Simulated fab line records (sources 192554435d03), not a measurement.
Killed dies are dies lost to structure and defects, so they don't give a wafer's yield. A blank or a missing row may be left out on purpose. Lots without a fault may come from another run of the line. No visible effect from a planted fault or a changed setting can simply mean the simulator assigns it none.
One fault through the eyes of 3 desks | flow n5 finfet | numbers are kept per desk, each desk with only its own; the story behind them comes last

== DESK OF THE TOOL OWNER: rie metal-02 ==
The tool's own readings at N5_BEOL_M6_HM_OPEN_17 (chemistry Cl2/BCl3, target TiN, target depth 20 nm, overetch 6 nm): means of the sampled wafers that have a number, for each lot that ran on this tool. Any lot whose mean is over 4 standard deviations away from the usual mean is out of limits and marked OUT; that distance is given in the brackets.
Columns: A = drypump motor current A at N5_BEOL_M6_HM_OPEN_17, usual 5.6 A; B = oes product au at N5_BEOL_M6_HM_OPEN_17, usual 0.72 a.u.; C = throttle valve pct at N5_BEOL_M6_HM_OPEN_17, usual 22.25 %
lot  | first seen here | A   | B    | C
L702 | day 8 11:47     | 5.5 | 0.69 | 22.13
L711 | day 10 17:13    | 5.5 | 0.68 | 22.15
L710 | day 10 19:49    | 5.5 | 0.70 | 22.21
L714 | day 11 20:37    | 5.4 | 0.69 | 22.27
L715 | day 12 07:25    | 5.6 | 0.62 | 22.17
Finding of this desk: none of the 5 lots has anything out of limits.

== THE DEFECT DESK ==
Counts from the inspections along the route, per lot, as means over the sampled wafers that have a number. Any lot whose mean is over 4 standard deviations away from the usual mean is out of limits and marked OUT; that distance is given in the brackets.
Columns: A = raw defect count at N5_BEOL_M6_INSPECT_30, usual 392
lot  | first seen here | A
L702 | day 8 13:43     | 358
L703 | day 8 21:22     | 300
L711 | day 10 18:14    | 371
L710 | day 10 20:27    | 382
L714 | day 11 21:28    | 292
L715 | day 12 10:36    | 408
L723 | day 13 16:41    | 324
L722 | day 13 20:27    | 366
L725 | day 14 10:55    | 283
L724 | day 14 11:01    | 662
Finding of this desk: none of the 10 lots has anything out of limits.

== FROM THE METROLOGY DESK ==
What the gauges read for every lot (on any tool): the sampled wafers with a number, averaged. Any lot whose mean is over 4 standard deviations away from the usual mean is out of limits and marked OUT; that distance is given in the brackets. It has 11 readings, of which 7 appear: the earliest out of limits, and the ones furthest out on some lot.
Columns: A = DIBL_P at N5_BEOL_M4_RC_MEAS_101, usual 35.9 mV/V; B = IOFF_P at N5_BEOL_M4_RC_MEAS_101, usual 0.21 nA/um; C = ION_N at N5_BEOL_M4_RC_MEAS_101, usual 675 uA/um; D = ION_P at N5_BEOL_M4_RC_MEAS_101, usual 463 uA/um; E = VT_N at N5_BEOL_M4_RC_MEAS_101, usual 250 mV; F = VT_P at N5_BEOL_M4_RC_MEAS_101, usual -251 mV; G = trench depth nm at N5_BEOL_M6_OCD_MEAS_38, usual 94.5 nm
lot  | first seen here | A    | B    | C   | D   | E   | F    | G
L702 | day 7 20:41     | 33.0 | 0.18 | 665 | 461 | 253 | -251 | 94.5
L703 | day 8 00:44     | 36.1 | 0.20 | 670 | 458 | 251 | -254 | 94.6
L711 | day 9 23:51     | 35.0 | 0.17 | 657 | 450 | 256 | -256 | 94.1
L710 | day 10 03:46    | 37.0 | 0.20 | 673 | 459 | 250 | -254 | 96.9
L714 | day 11 07:26    | 36.6 | 0.20 | 670 | 458 | 248 | -252 | 74.5 (-8.3) OUT
L715 | day 11 13:49    | 33.9 | 0.18 | 680 | 466 | 252 | -252 | 82.3 (-5.1) OUT
L723 | day 13 02:10    | 33.8 | 0.22 | 668 | 464 | 252 | -248 | 95.8
L722 | day 13 05:34    | 36.3 | 0.21 | 679 | 464 | 250 | -252 | 95.5
L724 | day 13 18:15    | 38.0 | 0.23 | 683 | 465 | 245 | -251 | 94.9
L725 | day 13 18:21    | 37.2 | 0.26 | 692 | 477 | 245 | -246 | 93.6
This desk's verdict: out of limits on L714, L715, starting with L714 at day 11 21:56 (trench depth nm at N5_BEOL_M6_OCD_MEAS_38). L702, L703, L711, L710, L723, L722, L724, L725 stayed within limits.

== TAKEN TOGETHER ==
At day 11 21:56 the metrology desk could have sounded an alarm, on L714, L715.
The desk of the tool owner found nothing out of limits.
No out-of-limits result turned up at the defect desk.
The tool owner's desk has L714, L715 on record, within its limits.
The defect desk has L714, L715 on record, within its limits.
Of the lots named, all ran N5_BEOL_M6_HM_OPEN_17 on rie metal-02.

== WHAT THE SIMULATOR HAD INSERTED ==
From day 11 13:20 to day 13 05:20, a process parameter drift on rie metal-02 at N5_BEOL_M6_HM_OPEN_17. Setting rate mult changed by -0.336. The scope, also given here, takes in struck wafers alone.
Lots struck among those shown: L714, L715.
Time in hours between the start of the fault and the first out-of-limits reading at each desk: metrology desk, 9.
